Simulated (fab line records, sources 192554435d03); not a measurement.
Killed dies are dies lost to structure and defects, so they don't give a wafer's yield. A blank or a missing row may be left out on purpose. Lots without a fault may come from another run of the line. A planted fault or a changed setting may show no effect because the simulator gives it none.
A struck lot beside a sound one | flow n5_finfet | 14 steps out of a route of 1938
Sound: wafers L874.2, L874.4, L874.5. Struck: wafer L864.6. (L864.1, L864.5 of the same lot were not struck and are left out.) The cause comes at the end.
At each step with rows: each side's tool, then ch and its chambers, then its first start. Under that, the readings that differ: sound wafers | struck wafers | difference of the means | sigmas: that difference in standard deviations of wafers without a fault.
alike: readings whose means differ by less than 2 such deviations, and words and numbers that are the same on both sides. not compared: withheld readings, readings that some wafer has no value for, bounds like >300 that may hide the same value, and numbers for which the record gives no deviation and whose values overlap.
The two part at a step that has a row with sigmas, a row that says differs or no value, or rows on one side only. Numbers that don't overlap but have no deviation are shown without sigmas and don't part them. A reading that every wafer of one side lacks parts them only if that side has two wafers or more.

first, 7 steps without rows for these wafers: N5_BEOL_M6_COAT_60 (time 60 s, resist thk 35 nm); N5_BEOL_M6_COAT_05 (resist thk 90 nm); N5_BEOL_M6_EBR_07; N5_BEOL_M6_SOFTBAKE_06 (time 60 s); N5_BEOL_M6_EXPOSE_08 (exposes mask M6); N5_BEOL_M6_PEB_09 (peb time 60 s); N5_BEOL_M6_DEVELOP_10 (develop time 30 s).
N5_BEOL_M6_CD_MEAS_11: target cd 38.5 nm.
  sound on cd_sem-01 ch 0, day 12 20:53; struck on cd_sem-03 ch 0, day 10 09:22
  reading    | sound          | struck | difference | sigmas
  cd_nm (nm) | 38.9 38.6 39.2 | 37.7   | -1.2       | -3
N5_BEOL_M6_OVL_MEAS_12:
  sound on overlay-01 ch 0, day 12 20:55; struck on overlay-02 ch 0, day 10 09:23
  alike: M6_OVL
N5_BEOL_M6_INSPECT_13: inspects for defects (brightfield).
  sound on defect_inspect-01, day 12 20:56; struck on defect_inspect-02, day 10 09:25
  alike: raw_defect_count
N5_BEOL_M6_DESCUM_16: chemistry O2, time 7.9 s.
  sound on rie_diel-01 ch 0,2, day 12 21:02; struck on rie_diel-04 ch 0, day 10 09:47
  reading             | sound             | struck | difference | sigmas
  o2_flow_sccm (sccm) | 225.5 224.6 225.5 | 223.7  | -1.5       | -2
  alike: drypump_motor_current_A, oes_product_au, rf_fwd_power_W, rf_vpp_V, showerhead_plenum_p_Torr, throttle_valve_pct
  not compared: rf_hours_counter_h
N5_BEOL_M6_ETCH_61: etches SiARC in CF4, target depth 45.5 nm, time 75.8 s.
  sound on rie_diel-01 ch 0,2, day 12 21:05; struck on rie_diel-04 ch 0, day 10 09:49
  reading      | sound             | struck | difference | sigmas
  rf_vpp_V (V) | 184.6 182.8 184.0 | 181.2  | -2.6       | -2
  alike: bias_w, drypump_motor_current_A, etch_rf_on_time_s, mfc_ar_sccm, oes_product_au, rf_fwd_power_W, showerhead_plenum_p_Torr, throttle_valve_pct
  not compared: rf_hours_counter_h
N5_BEOL_M6_ETCH_62: etches SOC in N2/H2, target depth 110 nm, overetch 22 nm, time 165 s.
  sound on rie_diel-01 ch 0,2, day 12 21:10; struck on rie_diel-04 ch 0, day 10 09:52
  reading                                    | sound             | struck | difference | sigmas
  bias_w (W)                                 | 149.8 150.1 149.3 | 184.3  | +34.6      | +74
  rf_vpp_V (V)                               | 523.6 522.8 524.9 | 591.8  | +68.0      | +26
  model.SiARC_of_BEOL_M6_COAT_60.thk_nm (nm) | 28.6 28.6 28.6    | 26.8   | -1.8       |
  alike: drypump_motor_current_A, oes_product_au, rf_fwd_power_W, showerhead_plenum_p_Torr, throttle_valve_pct
  not compared: rf_hours_counter_h
then, 1 step without rows for these wafers: N5_BEOL_M6_STRIP_68 (strips in N2/H2).

WHERE THEY PART
First at N5_BEOL_M6_CD_MEAS_11; last, within this record, at N5_BEOL_M6_ETCH_62.

WHY: what the simulator had put in
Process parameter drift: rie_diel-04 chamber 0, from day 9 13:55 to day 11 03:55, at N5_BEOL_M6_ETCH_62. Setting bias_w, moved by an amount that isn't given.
